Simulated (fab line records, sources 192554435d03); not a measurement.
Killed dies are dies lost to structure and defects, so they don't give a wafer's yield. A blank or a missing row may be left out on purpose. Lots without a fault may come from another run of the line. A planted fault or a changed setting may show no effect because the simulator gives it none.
Which tool did it? | flow n5_finfet | 12 lots, 36 wafers sampled, at 1 step of a route of 1938

WHAT THE GAUGES READ, wafer by wafer
N5_BEOL_M10_THK_MEAS_53: measures by xrf.
lot  | measured     | on            | M10_THK (nm)
L076 | day 10 06:26 | film_metro-01 | 145 139 143
L077 | day 10 14:40 | film_metro-01 | 139 141 140
L080 | day 11 14:36 | film_metro-02 | 142 141 136
L081 | day 12 03:08 | film_metro-02 | 134 140 140
L083 | day 12 11:43 | film_metro-02 | 146 146 138
L085 | day 13 09:38 | film_metro-01 | 145 144 145
L086 | day 13 16:41 | film_metro-02 | 139 144 144
L088 | day 14 17:14 | film_metro-01 | 139 139 142
L092 | day 14 23:43 | film_metro-02 | 145 147 145
L093 | day 15 19:22 | film_metro-01 | 140 144 143
L097 | day 16 01:00 | film_metro-02 | 144 145 147
L095 | day 16 05:32 | film_metro-02 | 141 145 149

WHICH TOOL RAN EACH LOT (tool, then ch and the chambers of the sampled wafers, then the start)
The record holds no process step before these readings.

THE ANSWER, worked out from the rows above alone
Rule: what is usual is taken from the lots themselves. Put in order of their means at a reading, lots are off if they are a third of the lots or fewer, leave a main group of 4 or more, and stand apart from it by a gap of 3 or more times the standard deviation of the main group's means; of several such gaps the widest counts. A main group whose means are all the same, to the digits that the tables above print for the reading, isn't used. A lot without any number at a reading at which 4 lots or more have one is off too. The other lots that the step has rows for count as sound.
No lot is off at any reading shown: from this, nothing can be told.

WHAT THE SIMULATOR HAD PUT IN
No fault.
